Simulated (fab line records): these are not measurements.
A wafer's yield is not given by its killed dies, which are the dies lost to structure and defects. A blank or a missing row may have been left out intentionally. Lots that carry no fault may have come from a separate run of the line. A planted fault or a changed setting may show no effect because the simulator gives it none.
Matching of chambers    flow nand-harc    4 sister chambers for NHARC_P_M2_DESCUM_14 on rie-diel-09
The step chemistry O2, time 3 s. 42 wafers are shown with their chamber, then 12 later ones without.

WAFERS PAIRED WITH THEIR CHAMBERS
wafer   chamber  drypump-motor-current-A (A)  oes-product-au (a.u.)  rf-vpp-V (V)
L074.3  3        4.7                          0.996                  59.4
L074.4  2        5.8                          1.004                  57.5
L074.5  3        4.7                          0.992                  58.4
L075.1  0        6.0                          0.996                  58.1
L075.3  3        4.7                          1.006                  58.1
L075.6  0        6.0                          0.997                  57.6
L076.1  3        4.7                          1.005                  57.7
L076.2  1        5.7                          1.001                  58.0
L076.5  2        5.8                          1.004                  57.9
L079.1  1        5.7                          0.987                  58.2
L079.2  2        5.8                          0.997                  58.4
L079.6  1        5.7                          0.988                  58.4
L077.2  1        5.7                          1.000                  58.3
L077.4  0        6.0                          0.998                  58.1
L077.6  2        5.8                          1.014                  59.1
L080.2  3        4.7                          0.996                  57.8
L080.3  0        6.0                          0.994                  56.7
L080.6  0        6.0                          0.987                  57.3
L080.1  1        5.7                          0.993                  58.3
L080.4  2        5.8                          1.002                  57.1
L080.5  1        5.8                          0.999                  60.0
L083.2  1        5.7                          1.007                  58.1
L083.4  0        6.0                          0.991                  58.7
L083.5  1        5.7                          0.999                  58.9
L083.1  3        4.7                          0.999                  58.9
L083.3  2        5.8                          1.004                  57.2
L083.6  2        5.8                          1.011                  58.4
L086.1  2        5.8                          1.010                  58.1
L086.2  3        4.7                          1.001                  57.4
L086.6  0        6.0                          0.988                  58.8
L084.1  1        5.7                          0.995                  58.7
L084.3  2        5.8                          0.996                  58.1
L084.5  2        5.8                          1.005                  58.7
L084.2  0        6.0                          0.989                  56.6
L084.4  3        4.7                          0.993                  58.9
L084.6  1        5.7                          0.995                  58.2
L088.1  3        4.7                          0.990                  58.7
L088.3  0        6.0                          0.992                  57.7
L088.6  2        5.8                          0.987                  58.4
L091.2  3        4.7                          1.000                  57.1
L091.3  1        5.7                          1.005                  58.1
L091.4  2        5.8                          1.003                  58.9

SIGNATURES, as means of the wafers listed above
reading                  chamber 0  chamber 1  chamber 2  chamber 3  scatter within a chamber
drypump-motor-current-A  6.000      5.709      5.800      4.700      0.0155
oes-product-au           0.99244    0.99718    1.00308    0.99780    0.00601
rf-vpp-V                 57.733     58.473     58.150     58.240     0.68
Rule: a wafer's distance from a chamber is the root of the sum, over the readings, of the square of ((its reading less the chamber's mean) divided by the reading's scatter). The wafer belongs to the nearest chamber; if the next one is less than 2 further off, it can't be placed. The scatter: the root of (the sum of the squares of (reading less its chamber's mean) over the shown wafers, divided by (wafers less chambers)).

WAFERS WITHOUT THEIR CHAMBER
wafer   drypump-motor-current-A (A)  oes-product-au (a.u.)  rf-vpp-V (V)
L092.1  5.8                          1.000                  58.5
L092.2  4.7                          1.005                  57.8
L092.3  5.8                          1.002                  58.1
L092.4  6.0                          0.998                  59.5
L092.5  6.0                          1.008                  58.1
L092.6  4.7                          1.001                  60.2
L090.1  5.7                          1.001                  59.1
L090.2  5.8                          1.003                  57.2
L090.5  5.8                          0.995                  57.5
L096.1  6.0                          1.004                  60.4
L096.2  5.8                          1.009                  58.6
L096.4  5.8                          1.000                  57.0

EACH ONE'S CHAMBER
wafer    from the rows above   in truth
L092.1   2                     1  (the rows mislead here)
L092.2   3                     3
L092.3   2                     2
L092.4   0                     0
L092.5   0                     0
L092.6   3                     3
L090.1   1                     1
L090.2   2                     2
L090.5   2                     2
L096.1   0                     0
L096.2   2                     2
L096.4   2                     2
11 of 12 placed correctly. Can't be placed from these rows: 0. Wrongly placed: 1.
